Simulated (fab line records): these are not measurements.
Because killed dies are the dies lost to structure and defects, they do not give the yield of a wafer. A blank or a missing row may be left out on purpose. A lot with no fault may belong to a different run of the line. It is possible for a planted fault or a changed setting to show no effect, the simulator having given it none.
Which tool was responsible? + flow n5-finfet + 38 wafers from 13 lots sampled at 4 of the route's 1938 steps

WHAT THE GAUGES READ, wafer by wafer
N5_BEOL_M8_RS_MEAS_57: a four-point-probe measurement.
| lot  | measured     | on            | M8_RS (ohm/sq)    |
|------|--------------|---------------|-------------------|
| L550 | day 9 22:22  | film-metro-01 | 0.306 0.292 0.274 |
| L551 | day 9 23:34  | film-metro-02 | 0.302 0.297 0.316 |
| L552 | day 10 18:20 | film-metro-01 | 0.284 0.270 0.285 |
| L553 | day 10 20:00 | film-metro-02 | 0.305 0.287 0.282 |
| L554 | day 10 21:10 | film-metro-01 | 0.297 0.284 0.305 |
| L562 | day 13 04:47 | film-metro-02 | 0.285 0.281 0.281 |
| L564 | day 13 15:10 | film-metro-02 | 0.291 0.298 0.309 |
| L565 | day 14 01:43 | film-metro-01 | 0.299 0.289 0.298 |
| L566 | day 14 03:40 | film-metro-02 | 0.297 0.282 0.289 |
| L567 | day 14 12:27 | film-metro-02 | 0.301 0.301       |
| L569 | day 14 22:35 | film-metro-02 | 0.296 0.289 0.297 |
| L572 | day 15 13:09 | film-metro-01 | 0.298 0.316 0.286 |
| L571 | day 15 13:20 | film-metro-02 | 0.292 0.297 0.290 |

N5_BEOL_M9_CD_MEAS_11 targets a cd of 64.1 nm.
| lot  | measured     | on        | cd-nm (nm)     |
|------|--------------|-----------|----------------|
| L550 | day 10 00:54 | cd-sem-02 | 64.1 63.6 64.8 |
| L551 | day 10 01:45 | cd-sem-03 | 64.0 61.9 64.0 |
| L552 | day 10 19:51 | cd-sem-03 | 63.7 63.8 63.9 |
| L553 | day 10 23:22 | cd-sem-02 | 64.7 64.7 63.1 |
| L554 | day 11 00:08 | cd-sem-03 | 64.1 63.0 63.4 |
| L562 | day 13 09:34 | cd-sem-03 | 64.1 64.1 64.0 |
| L564 | day 13 18:52 | cd-sem-01 | 63.2 63.4 62.2 |
| L565 | day 14 05:06 | cd-sem-02 | 63.2 64.2 64.2 |
| L566 | day 14 07:05 | cd-sem-02 | 65.1 63.8 64.3 |
| L567 | day 14 16:25 | cd-sem-02 | 62.4 63.6      |
| L569 | day 15 02:00 | cd-sem-03 | 63.8 63.9 64.4 |
| L572 | day 15 15:04 | cd-sem-03 | 63.4 63.5 62.9 |
| L571 | day 15 15:26 | cd-sem-03 | 64.2 62.6 64.3 |

TOOL THAT RAN EACH LOT (tool first, then ch and the chambers of the sampled wafers, then the start)
| lot  | N5_BEOL_M8_SPUTTER_48        | N5_BEOL_M9_COAT_59                |
|------|------------------------------|-----------------------------------|
| L550 | pvd-sputter-01, day 9 20:58  | litho-track-03 ch 0, day 10 00:40 |
| L551 | pvd-sputter-01, day 9 22:04  | litho-track-04 ch 0, day 10 01:23 |
| L552 | pvd-sputter-03, day 10 17:05 | litho-track-04 ch 0, day 10 19:29 |
| L553 | pvd-sputter-02, day 10 18:55 | litho-track-04 ch 0, day 10 22:59 |
| L554 | pvd-sputter-02, day 10 20:10 | litho-track-03 ch 0, day 10 23:45 |
| L562 | pvd-sputter-01, day 13 03:50 | litho-track-01 ch 0, day 13 09:12 |
| L564 | pvd-sputter-03, day 13 14:08 | litho-track-03 ch 0, day 13 18:30 |
| L565 | pvd-sputter-02, day 14 00:02 | litho-track-01 ch 0, day 14 04:52 |
| L566 | pvd-sputter-02, day 14 02:33 | litho-track-04 ch 0, day 14 06:50 |
| L567 | pvd-sputter-01, day 14 11:20 | litho-track-01 ch 0, day 14 16:03 |
| L569 | pvd-sputter-03, day 14 21:39 | litho-track-01 ch 0, day 15 01:46 |
| L572 | pvd-sputter-03, day 15 11:50 | litho-track-03 ch 0, day 15 14:49 |
| L571 | pvd-sputter-03, day 15 11:55 | litho-track-04 ch 0, day 15 15:04 |
- N5_BEOL_M8_SPUTTER_48: material Cu, target thk 10 nm, time 1.667 s.
- N5_BEOL_M9_COAT_59: time 60 s, resist thk 100 nm.

AS READ BY THE TOOLS THEMSELVES (means over the sampled wafers that have a number; for cases with no such wafer, the mark the record gives instead)
N5_BEOL_M8_SPUTTER_48.
| lot  | tool           | bias-v (V) | chuck-gas-flow-sccm (sccm) | throttle-valve-pct (%) |
|------|----------------|------------|----------------------------|------------------------|
| L550 | pvd-sputter-01 | 60.1       | 1.27                       | 30.3                   |
| L551 | pvd-sputter-01 | 59.5       | 1.29                       | 30.1                   |
| L552 | pvd-sputter-03 | 60.4       | 1.30                       | 29.6                   |
| L553 | pvd-sputter-02 | 60.1       | 1.28                       | 29.5                   |
| L554 | pvd-sputter-02 | 60.5       | 1.28                       | 29.5                   |
| L562 | pvd-sputter-01 | 60.2       | 1.31                       | 30.1                   |
| L564 | pvd-sputter-03 | 59.9       | 1.22                       | 29.0                   |
| L565 | pvd-sputter-02 | 59.7       | 1.28                       | 30.2                   |
| L566 | pvd-sputter-02 | 59.7       | 1.22                       | 29.0                   |
| L567 | pvd-sputter-01 | 59.8       | 1.21                       | 29.4                   |
| L569 | pvd-sputter-03 | 59.8       | 1.27                       | 29.4                   |
| L572 | pvd-sputter-03 | 60.1       | 1.33                       | 29.2                   |
| L571 | pvd-sputter-03 | 60.1       | 1.27                       | 29.5                   |

N5_BEOL_M9_COAT_59.
| lot  | tool           | chill-plate-temp-C (C) | spin-speed-rpm (rpm) |
|------|----------------|------------------------|----------------------|
| L550 | litho-track-03 | 22.83                  | 1499.9               |
| L551 | litho-track-04 | 23.07                  | 1499.6               |
| L552 | litho-track-04 | 22.92                  | 1700.8               |
| L553 | litho-track-04 | 23.13                  | 1700.9               |
| L554 | litho-track-03 | 23.01                  | 1500.4               |
| L562 | litho-track-01 | 23.03                  | 1499.7               |
| L564 | litho-track-03 | 23.05                  | 1498.3               |
| L565 | litho-track-01 | 22.89                  | 1500.0               |
| L566 | litho-track-04 | 23.11                  | 1499.9               |
| L567 | litho-track-01 | 23.07                  | 1499.9               |
| L569 | litho-track-01 | 22.84                  | 1500.6               |
| L572 | litho-track-03 | 22.96                  | 1499.7               |
| L571 | litho-track-04 | 23.09                  | 1499.6               |

THE ANSWER, worked out from the rows above alone
Rule: what is usual is taken from the lots themselves. Put in order of their means at a reading, lots are off if they are a third of the lots or fewer, leave a main group of 4 or more, and stand apart from it by a gap of 3 or more times the standard deviation of the main group's means; of several such gaps the widest counts. Not used: any main group whose means are identical at the precision the tables above print for the reading. Also off: a lot with no number at a reading for which 4 or more lots have one. The other lots that the step has rows for count as sound. Order of review: gauges by route order, followed by the tools' own readings, for which a lot's mean as printed above is used. At the first step where some lot is off, the reading lying furthest off is the one used; lots without a number count as furthest.
Off: L552, L553, at N5_BEOL_M9_COAT_59 (spin-speed-rpm). The main group has a mean of 1499.8 rpm with a standard deviation of 0.56.
A tool fits if, at that step or a process step before it, it ran every lot that is off, and no sound lot after the first of them. None of those tried fits.

WHAT THE SIMULATOR HAD PUT IN
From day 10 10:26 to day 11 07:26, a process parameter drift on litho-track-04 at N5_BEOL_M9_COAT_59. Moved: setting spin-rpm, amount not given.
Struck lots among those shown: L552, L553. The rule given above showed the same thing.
